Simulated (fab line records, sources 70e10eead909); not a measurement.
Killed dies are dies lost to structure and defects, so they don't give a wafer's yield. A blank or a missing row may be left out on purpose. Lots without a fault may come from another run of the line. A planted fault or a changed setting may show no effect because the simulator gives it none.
A struck lot beside a sound one | flow nand_harc | 16 steps out of a route of 1302
Sound: wafers L457.3, L457.4, L457.6. Struck: wafer L469.5. (L469.4 of the same lot was not struck and is left out.) The cause comes at the end.
At each step with rows: each side's tool, then ch and its chambers, then its first start. Under that, the readings that differ: sound wafers | struck wafers | difference of the means | sigmas: that difference in standard deviations of wafers without a fault.
alike: readings whose means differ by less than 2 such deviations, and words and numbers that are the same on both sides. not compared: withheld readings, readings that some wafer has no value for, bounds like >300 that may hide the same value, and numbers for which the record gives no deviation and whose values overlap.
The two part at a step that has a row with sigmas, a row that says differs or no value, or rows on one side only. Numbers that don't overlap but have no deviation are shown without sigmas and don't part them. A reading that every wafer of one side lacks parts them only if that side has two wafers or more.

first, 1 step without rows for these wafers: NHARC_A_DECK1_JOINT_SRD_15.
NHARC_A_DECK1_JOINT_DEP_16: deposits SiO2, target thk 45 nm.
  sound on pecvd-02 ch 1,2, day 13 11:25; struck on pecvd-01 ch 2, day 18 10:15
  alike: chamber_pressure_Torr, heater_power_w, showerhead_vpp_V, susceptor_temp_C, throttle_valve_pct
NHARC_A_DECK1_JOINT_THK_MEAS_17: measures by ellipsometry.
  sound on film_metro-02, day 13 11:40; struck on film_metro-02, day 18 10:25
  alike: thk_nm
NHARC_A_DECK1_JOINT_INSPECT_05:
  sound on defect_inspect-02, day 13 11:43; struck on defect_inspect-01, day 18 10:28
  alike: raw_defect_count
then, 1 step without rows for these wafers: NHARC_A_ONON_D2_DEP_00 (target thk 1000 nm).
NHARC_A_ONON_D2_THK_MEAS_02: measures by ellipsometry.
  sound on film_metro-02, day 13 12:17; struck on film_metro-02, day 18 11:02
  alike: thk_nm
then, 1 step without rows for these wafers: NHARC_A_ONON_D2_DEP_03 (target thk 1000 nm).
NHARC_A_ONON_D2_THK_MEAS_05: measures by ellipsometry.
  sound on film_metro-02, day 13 12:51; struck on film_metro-02, day 18 11:35
  alike: thk_nm
then, 1 step without rows for these wafers: NHARC_A_ONON_D2_DEP_06 (target thk 1000 nm).
NHARC_A_ONON_D2_THK_MEAS_08: measures by ellipsometry.
  sound on film_metro-01, day 13 13:25; struck on film_metro-01, day 18 12:10
  reading     | sound       | struck | difference | sigmas
  thk_nm (nm) | 998 997 999 | 1016   | +18        | +2
then, 1 step without rows for these wafers: NHARC_A_ONON_D2_DEP_09 (target thk 1000 nm).
NHARC_A_ONON_D2_THK_MEAS_11: measures by ellipsometry.
  sound on film_metro-01, day 13 13:59; struck on film_metro-02, day 18 12:51
  alike: thk_nm
NHARC_A_ONON_D2_DEP_12: target thk 1000 nm.
  sound on pecvd_onon-04 ch 0, day 13 14:10; struck on pecvd_onon-02 ch 0, day 18 13:05
  alike: n2_flow_sccm, susceptor_temp_C
NHARC_A_ONON_D2_THK_MEAS_14: measures by ellipsometry.
  sound on film_metro-02, day 13 14:33; struck on film_metro-02, day 18 13:25
  reading     | sound       | struck | difference | sigmas
  thk_nm (nm) | 983 985 983 | 669    | -315       | -31
then, 1 step without rows for these wafers: NHARC_A_ONON_D2_ANNEAL_15 (time 3600 s).
-- the record jumps here: 12 days lie between the struck wafers' starts before and after (it left off in module A_ONON_D2 and takes up again in module END, whose first step shown is number 1302 of the route) --
NHARC_END_SORT_01:
  the record has rows for the struck wafers here (prober-01 ch 0, day 30 09:52) and none for the sound ones

WHERE THEY PART
First at NHARC_A_ONON_D2_THK_MEAS_08; last, within this record, at NHARC_END_SORT_01.

WHY: what the simulator had put in
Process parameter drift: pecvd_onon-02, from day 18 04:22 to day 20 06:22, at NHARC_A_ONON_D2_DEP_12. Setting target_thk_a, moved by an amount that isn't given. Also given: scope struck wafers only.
